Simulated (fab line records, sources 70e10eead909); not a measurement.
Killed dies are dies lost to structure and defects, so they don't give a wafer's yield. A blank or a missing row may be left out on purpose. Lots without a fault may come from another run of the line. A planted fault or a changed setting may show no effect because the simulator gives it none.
Which tool did it? | flow nand_harc | 13 lots, 39 wafers sampled, at 5 steps of a route of 1302

WHAT THE GAUGES READ, wafer by wafer
NHARC_END_SORT_01.
lot  | measured     | on        | killed_at_array | killed_at_other | killed_at_periphery | killed_dies | killed_open | killed_short
L452 | day 32 12:42 | prober-01 | 151 148 147     | 0 1 0           | 3 1 3               | 154 150 150 | 3 2 4       | 0 1 2
L453 | day 33 07:40 | prober-02 | 149 136 152     | 0 2 2           | 1 1 4               | 150 139 158 | 2 4 2       | 2 1 3

WHICH TOOL RAN EACH LOT (tool, then ch and the chambers of the sampled wafers, then the start)
lot  | NHARC_A_STAIRCASE_TRIM_189         | NHARC_THIN_TSV_DEP_47           | NHARC_THIN_TSV_PVD_51                   | NHARC_THIN_TSV_ANNEAL_52
L434 | rie_diel-07 ch 0,1,3, day 16 11:53 | pecvd-01 ch 0,2, day 25 02:31   | pvd_sputter-01, day 25 04:46 or earlier | rtp_anneal-02 ch 0, day 25 04:46
L433 | rie_diel-02 ch 1,2, day 16 12:09   | pecvd-01 ch 0,1, day 24 22:08   | pvd_sputter-03, day 25 00:16 or earlier | rtp_anneal-02 ch 0, day 25 00:16
L437 | rie_diel-07 ch 2,3, day 18 00:20   | pecvd-01 ch 0,1,2, day 25 23:48 | pvd_sputter-01, day 26 01:58 or earlier | rtp_anneal-01 ch 0, day 26 01:58
L440 | rie_diel-07 ch 0,2,3, day 18 11:46 | pecvd-03 ch 0,2, day 26 08:34   | pvd_sputter-01, day 26 11:08 or earlier | rtp_anneal-01 ch 0, day 26 11:08
L441 | rie_diel-10 ch 1,2,3, day 19 15:55 | pecvd-03 ch 0,1,2, day 27 16:41 | pvd_sputter-01, day 27 18:52 or earlier | rtp_anneal-02 ch 0, day 27 18:52
L442 | rie_diel-10 ch 0,2,3, day 20 03:38 | pecvd-03 ch 0,1,2, day 28 07:52 | pvd_sputter-03, day 28 09:59 or earlier | rtp_anneal-01 ch 0, day 28 09:59
L444 | rie_diel-02 ch 0,1,2, day 20 08:35 | pecvd-01 ch 0,2, day 28 13:48   | pvd_sputter-02, day 28 15:56 or earlier | rtp_anneal-02 ch 0, day 28 15:56
L443 | rie_diel-02 ch 1,3, day 20 09:15   | pecvd-04 ch 0,1, day 28 09:03   | pvd_sputter-03, day 28 11:16 or earlier | rtp_anneal-01 ch 0, day 28 11:16
L445 | rie_diel-02 ch 0,2, day 20 20:30   | pecvd-04 ch 1,2, day 28 18:47   | pvd_sputter-01, day 28 20:55 or earlier | rtp_anneal-01 ch 0, day 28 20:55
L452 | rie_diel-02 ch 1,3, day 24 00:25   | pecvd-01 ch 0,1, day 31 19:52   | pvd_sputter-01, day 31 21:59 or earlier | rtp_anneal-02 ch 0, day 31 21:59
L453 | rie_diel-02 ch 0,1, day 24 08:25   | pecvd-04 ch 0,1, day 32 18:16   | pvd_sputter-02, day 32 20:35 or earlier | rtp_anneal-02 ch 0, day 32 20:35
L454 | rie_diel-07 ch 0,1,3, day 25 08:05 | pecvd-04 ch 0,1,2, day 33 00:49 | pvd_sputter-03, day 33 03:01 or earlier | rtp_anneal-02 ch 0, day 33 03:01
L455 | rie_diel-10 ch 1,2, day 25 09:49   | pecvd-03 ch 0,1,2, day 34 00:44 | pvd_sputter-01, day 34 02:49 or earlier | rtp_anneal-02 ch 0, day 34 02:49
- NHARC_A_STAIRCASE_TRIM_189: chemistry O2, time 211.2 s.
- NHARC_THIN_TSV_DEP_47: deposits SiO2, target thk 200 nm.
- NHARC_THIN_TSV_PVD_51: deposits Cu, target thk 100 nm.
- NHARC_THIN_TSV_ANNEAL_52: time 90 s.

WHAT THE TOOLS THEMSELVES READ (means of the sampled wafers that have a number; where no wafer has one, the mark that the record gives instead)
NHARC_A_STAIRCASE_TRIM_189.
lot  | tool        | drypump_motor_current_A (A) | oes_product_au (a.u.) | rf_vpp_V (V) | showerhead_plenum_p_Torr (Torr) | throttle_valve_pct (%)
L434 | rie_diel-07 | 5.9                         | 0.997                 | 58.5         | 3.50                            | 17.031
L433 | rie_diel-02 | 5.5                         | 0.999                 | 58.0         | 3.66                            | 17.051
L437 | rie_diel-07 | 6.2                         | 0.997                 | 57.9         | 3.49                            | 17.040
L440 | rie_diel-07 | 6.0                         | 0.997                 | 57.6         | 3.42                            | 17.037
L441 | rie_diel-10 | 5.2                         | 0.997                 | 56.6         | 3.37                            | 17.038
L442 | rie_diel-10 | 5.3                         | 1.003                 | 57.6         | 3.52                            | 17.043
L444 | rie_diel-02 | 5.5                         | 0.988                 | 58.1         | 3.61                            | 17.040
L443 | rie_diel-02 | 5.3                         | 0.997                 | 58.4         | 3.73                            | 17.024
L445 | rie_diel-02 | 5.8                         | 0.982                 | 57.3         | 3.53                            | 17.044
L452 | rie_diel-02 | 5.3                         | 1.001                 | 58.4         | 3.72                            | 17.034
L453 | rie_diel-02 | 5.3                         | 1.005                 | 58.3         | 3.64                            | 17.037
L454 | rie_diel-07 | 6.0                         | 0.988                 | 57.5         | 3.46                            | 17.036
L455 | rie_diel-10 | 5.2                         | 1.015                 | 56.3         | 3.34                            | 17.028

NHARC_THIN_TSV_DEP_47.
lot  | tool     | mfc_precursor_sccm (sccm) | rf_fwd_power_W (W) | throttle_valve_pct (%)
L434 | pecvd-01 | 161.5                     | 897.9              | 16.2
L433 | pecvd-01 | 161.4                     | 897.8              | 15.5
L437 | pecvd-01 | 161.7                     | 898.2              | 16.0
L440 | pecvd-03 | 161.3                     | 900.4              | 15.8
L441 | pecvd-03 | 161.5                     | 898.3              | 15.6
L442 | pecvd-03 | 161.2                     | 897.7              | 15.8
L444 | pecvd-01 | 161.5                     | 897.0              | 15.9
L443 | pecvd-04 | 161.2                     | 896.6              | 15.5
L445 | pecvd-04 | 160.7                     | 895.8              | 15.6
L452 | pecvd-01 | 161.4                     | 899.8              | 15.4
L453 | pecvd-04 | 161.0                     | 899.6              | 15.9
L454 | pecvd-04 | 161.6                     | 896.3              | 15.8
L455 | pecvd-03 | 161.3                     | 899.1              | 15.7

NHARC_THIN_TSV_PVD_51.
lot  | tool           | throttle_valve_pct (%)
L434 | pvd_sputter-01 | 31.2
L433 | pvd_sputter-03 | 30.2
L437 | pvd_sputter-01 | 31.3
L440 | pvd_sputter-01 | 31.5
L441 | pvd_sputter-01 | 31.5
L442 | pvd_sputter-03 | 29.4
L444 | pvd_sputter-02 | 30.3
L443 | pvd_sputter-03 | 29.8
L445 | pvd_sputter-01 | 31.0
L452 | pvd_sputter-01 | 31.4
L453 | pvd_sputter-02 | 30.4
L454 | pvd_sputter-03 | 30.1
L455 | pvd_sputter-01 | 31.1

NHARC_THIN_TSV_ANNEAL_52.
lot  | tool          | anneal_temp_c (C) | wafer_temp_C_max
L434 | rtp_anneal-02 | 225.17            | 226.6
L433 | rtp_anneal-02 | 224.99            | 226.6
L437 | rtp_anneal-01 | 225.17            | 225.8
L440 | rtp_anneal-01 | 225.00            | 225.5
L441 | rtp_anneal-02 | 225.14            | 226.8
L442 | rtp_anneal-01 | 224.95            | 225.6
L444 | rtp_anneal-02 | 225.01            | 226.4
L443 | rtp_anneal-01 | 224.80            | 225.5
L445 | rtp_anneal-01 | 225.01            | 225.8
L452 | rtp_anneal-02 | 224.87            | 226.4
L453 | rtp_anneal-02 | 224.86            | 226.3
L454 | rtp_anneal-02 | 224.80            | 226.6
L455 | rtp_anneal-02 | 224.94            | 226.5

THE ANSWER, worked out from the rows above alone
Rule: what is usual is taken from the lots themselves. Put in order of their means at a reading, lots are off if they are a third of the lots or fewer, leave a main group of 4 or more, and stand apart from it by a gap of 3 or more times the standard deviation of the main group's means; of several such gaps the widest counts. A main group whose means are all the same, to the digits that the tables above print for the reading, isn't used. A lot without any number at a reading at which 4 lots or more have one is off too. The other lots that the step has rows for count as sound. The gauges are gone through in route order, then the tools' own readings, and for those a lot's mean is taken as printed above. The first step at which some lot is off is used, and at that step the reading that is off furthest; a lot without a number counts as furthest.
No lot is off at any reading shown: from this, nothing can be told.

WHAT THE SIMULATOR HAD PUT IN
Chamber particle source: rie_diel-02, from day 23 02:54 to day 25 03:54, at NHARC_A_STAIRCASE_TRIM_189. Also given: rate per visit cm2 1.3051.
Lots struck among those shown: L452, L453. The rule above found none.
